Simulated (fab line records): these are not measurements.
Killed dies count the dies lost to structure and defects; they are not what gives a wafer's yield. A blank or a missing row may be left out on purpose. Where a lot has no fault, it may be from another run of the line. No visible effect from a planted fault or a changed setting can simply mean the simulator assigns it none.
Problem report in the 8D (eight disciplines) form, filled by code :: flow n5Finfet :: the parts of the form that need people (team, actions taken, sign-off) are left out

1. PROBLEM STATEMENT
At N5_BEOL_M0_SAQP_ETCH_102, oesProductAu averages 0.915 a.u. over 3 wafers from 2 lots, while fault-free wafers read 1.002 a.u., standard deviation 0.019. Relative to the usual mean, that is a shift of -4.6 standard deviations.
The step: etches SiO2 in CF4, target depth 4 nm, time 4.4 s.
Seen first at day 6 20:54 on rieSi-05, wafer L785.4. The record holds 27 wafers of 9 lots with a number at this step. The rule behind "out" and "out of limits": a value lying over 4 standard deviations away from the usual mean. All remaining wafers that have a number are taken as sound.

2. WHAT THIS IS AND IS NOT
question: which readings at this step
is: oesProductAu
is not: cf4FlowSccm, drypumpMotorCurrentA, throttleValvePct

question: which lots
is: L785, L787
is not: L781, L784, L796, L797, L798, L801, L803

question: which wafers of those lots
is: L785.4, L787.2, L787.4
is not: L785.5, L785.6, L787.6

question: read on which tools
is: rieSi-05
is not: rieSi-02, rieSi-06

question: when
is: from day 6 20:54
is not: up to then (8 sound wafers); but 16 sound wafers of L787, L796, L797, L798, L801, L803 came after

3. THE SUSPECTS, EACH WITH WHAT RULES IT OUT
Counting: a tool at a process step up to the reading stays a suspect if it ran every lot that is out. Sound lots after the first of them don't rule it out here, since some wafers of a struck lot are sound.
- rieSi-05 at N5_BEOL_M0_SAQP_ETCH_102 (etches SiO2 in CF4, target depth 4 nm, time 4.4 s): kept. It ran every lot that is out, first L785 (day 6 20:54). Out on those wafers are its own readings of oesProductAu.
The count leaves rieSi-05 at N5_BEOL_M0_SAQP_ETCH_102.

4. THE CAUSE (what the simulator had put in)
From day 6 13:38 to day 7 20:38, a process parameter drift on rieSi-05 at N5_BEOL_M0_SAQP_ETCH_102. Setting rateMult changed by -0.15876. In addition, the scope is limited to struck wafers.
Counting left only this tool.

5. THE EFFECT CHAIN, in route order
Each row: a reading where the mean over the struck wafers with a number is more than 3 standard deviations away from the usual. Only readings whose record carries a usual standard deviation are examined. hours: median over the lots of the time between each lot's start at the first step of this table that gives one and its start at this step. sigmas: the change, counted in usual standard deviations.
hours: 0
step: N5_BEOL_M0_SAQP_ETCH_102
reading: oesProductAu
usual: 1.002 a.u.
on struck wafers: 0.915
change: -0.087
sigmas: -4.6
It contains these process steps:
- N5_BEOL_M0_SAQP_ETCH_102: etches SiO2 in CF4, target depth 4 nm, time 4.4 s.
Later measuring or inspecting steps at which every struck wafer that the step has a row for has a number for every such reading, and none has moved that far: N5_BEOL_M4_RC_MEAS_101.

6. WHAT WOULD HAVE CAUGHT IT SOONER
In this record no reading fell out of limits until day 6 20:54, 7 hours after the fault had begun at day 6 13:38.
